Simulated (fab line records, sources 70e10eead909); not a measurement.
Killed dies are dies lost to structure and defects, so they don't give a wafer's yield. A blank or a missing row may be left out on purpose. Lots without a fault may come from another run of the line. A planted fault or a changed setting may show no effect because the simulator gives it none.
A struck lot beside a sound one | flow nand_harc | 20 steps out of a route of 1159
Sound: wafers L763.1, L763.3, L763.6. Struck: wafers L774.1, L774.4, L774.5. The cause comes at the end.
At each step with rows: each side's tool, then ch and its chambers, then its first start. Under that, the readings that differ: sound wafers | struck wafers | difference of the means | sigmas: that difference in standard deviations of wafers without a fault.
alike: readings whose means differ by less than 2 such deviations, and words and numbers that are the same on both sides. not compared: withheld readings, readings that some wafer has no value for, bounds like >300 that may hide the same value, and numbers for which the record gives no deviation and whose values overlap.
The two part at a step that has a row with sigmas, a row that says differs or no value, or rows on one side only. Numbers that don't overlap but have no deviation are shown without sigmas and don't part them. A reading that every wafer of one side lacks parts them only if that side has two wafers or more.

NHARC_P_ZERO_WELL_CD_MEAS_37: target cd 720 nm.
  sound on cd_sem-01 ch 0, day 2 16:23; struck on cd_sem-03 ch 0, day 5 10:03
  alike: cd_nm
then, 1 step without rows for these wafers: NHARC_P_ZERO_WELL_HARDBAKE_38 (time 80 s).
NHARC_P_ZERO_WELL_DESCUM_39: chemistry O2, time 3 s.
  sound on rie_diel-07 ch 1,3, day 2 16:33; struck on rie_diel-11 ch 0,3, day 5 10:13
  alike: drypump_motor_current_A, oes_product_au, rf_vpp_V, showerhead_plenum_p_Torr, throttle_valve_pct
  not compared: rf_hours_counter_h
then, 9 steps without rows for these wafers: NHARC_P_ZERO_WELL_IMPLANT_40; NHARC_P_ZERO_WELL_IMPLANT_59; NHARC_P_ZERO_WELL_IMPLANT_60; NHARC_P_ZERO_WELL_STRIP_41 (strips in SPM, time 840 s); NHARC_P_ZERO_WELL_DEHYDRATE_44 (time 120 s); NHARC_P_ZERO_WELL_HMDS_45 (time 30 s); NHARC_P_ZERO_WELL_COAT_46; NHARC_P_ZERO_WELL_SOFTBAKE_47 (time 95 s); NHARC_P_ZERO_WELL_EBR_48.
NHARC_P_ZERO_WELL_EXPOSE_49: exposes mask P HVPW, target cd 2000 nm.
  sound on krf_scanner-01 ch 0, day 2 17:52; struck on krf_scanner-01 ch 0, day 5 11:34
  alike: mask
then, 2 steps without rows for these wafers: NHARC_P_ZERO_WELL_PEB_50 (peb time 85 s); NHARC_P_ZERO_WELL_DEVELOP_51 (time 70 s).
NHARC_P_ZERO_WELL_CD_MEAS_52: target cd 2000 nm.
  sound on cd_sem-03 ch 0, day 2 18:02; struck on cd_sem-03 ch 0, day 5 11:44
  reading    | sound                | struck               | difference | sigmas
  cd_nm (nm) | 1997.7 2000.5 2000.0 | 2038.8 2016.6 2021.8 | +26.3      | +11
then, 1 step without rows for these wafers: NHARC_P_ZERO_WELL_HARDBAKE_53 (time 80 s).
NHARC_P_ZERO_WELL_DESCUM_54: chemistry O2, time 3 s.
  sound on rie_diel-11 ch 2,3, day 2 18:11; struck on rie_diel-11 ch 0,2,3, day 5 11:55
  reading                      | sound          | struck         | difference | sigmas
  model.P_ZERO_WELL.cd_nm (nm) | 1998 2001 2000 | 2039 2016 2022 | +26        |
  alike: drypump_motor_current_A, oes_product_au, rf_vpp_V, showerhead_plenum_p_Torr, throttle_valve_pct
  not compared: rf_hours_counter_h
then, 1 step without rows for these wafers: NHARC_P_ZERO_WELL_IMPLANT_55.
-- the record jumps here: 17 days lie between the struck wafers' starts before and after (it left off in module P_ZERO_WELL and takes up again in module END, whose first step shown is number 1159 of the route) --
NHARC_END_SORT_01:
  the record has rows for the struck wafers here (prober-02 ch 0, day 22 05:34) and none for the sound ones

WHERE THEY PART
First at NHARC_P_ZERO_WELL_CD_MEAS_52; last, within this record, at NHARC_END_SORT_01.

WHY: what the simulator had put in
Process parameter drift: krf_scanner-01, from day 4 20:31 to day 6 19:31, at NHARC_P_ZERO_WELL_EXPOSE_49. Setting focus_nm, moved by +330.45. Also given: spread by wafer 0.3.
